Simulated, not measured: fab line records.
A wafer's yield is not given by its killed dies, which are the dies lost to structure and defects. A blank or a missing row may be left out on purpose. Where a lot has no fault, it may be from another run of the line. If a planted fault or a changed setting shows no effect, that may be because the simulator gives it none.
Chamber matching / flow nand-harc / NHARC_A_STAIRCASE_ETCH_15 on rie-diel-11 has 4 sister chambers
The step etches the open film in C4F8/O2, target depth 100 nm, time 40.5 s. 14 wafers are shown with their chamber, then 7 later ones without.

## WAFERS PAIRED WITH THEIR CHAMBERS
wafer=L408.1; chamber=3; rf-vpp-V (V)=895; oes-product-au (a.u.)=0.949
wafer=L408.3; chamber=1; rf-vpp-V (V)=905; oes-product-au (a.u.)=0.959
wafer=L408.6; chamber=0; rf-vpp-V (V)=902; oes-product-au (a.u.)=0.928
wafer=L412.2; chamber=2; rf-vpp-V (V)=903; oes-product-au (a.u.)=0.931
wafer=L412.3; chamber=1; rf-vpp-V (V)=905; oes-product-au (a.u.)=0.952
wafer=L412.5; chamber=1; rf-vpp-V (V)=905; oes-product-au (a.u.)=0.959
wafer=L421.1; chamber=2; rf-vpp-V (V)=903; oes-product-au (a.u.)=0.946
wafer=L421.3; chamber=0; rf-vpp-V (V)=901; oes-product-au (a.u.)=0.928
wafer=L421.6; chamber=0; rf-vpp-V (V)=900; oes-product-au (a.u.)=0.939
wafer=L423.2; chamber=1; rf-vpp-V (V)=905; oes-product-au (a.u.)=0.925
wafer=L423.4; chamber=3; rf-vpp-V (V)=897; oes-product-au (a.u.)=0.974
wafer=L423.5; chamber=2; rf-vpp-V (V)=904; oes-product-au (a.u.)=0.925
wafer=L425.1; chamber=2; rf-vpp-V (V)=903; oes-product-au (a.u.)=0.914
wafer=L425.2; chamber=0; rf-vpp-V (V)=902; oes-product-au (a.u.)=0.930

SIGNATURES (averages over the wafers above)
reading=rf-vpp-V; chamber 0=901.25; chamber 1=905.00; chamber 2=903.25; chamber 3=896.00; scatter within a chamber=0.742
reading=oes-product-au; chamber 0=0.93125; chamber 1=0.94875; chamber 2=0.92900; chamber 3=0.96150; scatter within a chamber=0.0131
Rule: a wafer's distance from a chamber is the root of the sum, over the readings, of the square of ((its reading less the chamber's mean) divided by the reading's scatter). If the next closest chamber is less than 2 further off than the closest, the wafer can't be placed; otherwise it belongs to the closest. How the scatter is found: for the shown wafers, subtract from each reading the mean of its chamber, square and add these, divide the total by (wafers less chambers), then take the root.

## WAFERS MISSING THEIR CHAMBER
wafer=L425.5; rf-vpp-V (V)=904; oes-product-au (a.u.)=0.920
wafer=L427.1; rf-vpp-V (V)=902; oes-product-au (a.u.)=0.947
wafer=L427.2; rf-vpp-V (V)=896; oes-product-au (a.u.)=0.969
wafer=L427.6; rf-vpp-V (V)=903; oes-product-au (a.u.)=0.933
wafer=L430.1; rf-vpp-V (V)=905; oes-product-au (a.u.)=0.932
wafer=L430.4; rf-vpp-V (V)=903; oes-product-au (a.u.)=0.953
wafer=L430.6; rf-vpp-V (V)=905; oes-product-au (a.u.)=0.941

## THE CHAMBER EACH PASSED THROUGH
wafer=L425.5; from the rows above=can't be placed: 2 or 1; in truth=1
wafer=L427.1; from the rows above=can't be placed: 0 or 2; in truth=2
wafer=L427.2; from the rows above=3; in truth=3
wafer=L427.6; from the rows above=can't be placed: 2 or 0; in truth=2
wafer=L430.1; from the rows above=can't be placed: 1 or 2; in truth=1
wafer=L430.4; from the rows above=can't be placed: 2 or 1 or 0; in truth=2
wafer=L430.6; from the rows above=can't be placed: 1 or 2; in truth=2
Correctly placed: 1 of 7. Unplaceable from these rows: 6, with the true chamber sitting among the candidates in 6. Wrongly placed: 0.
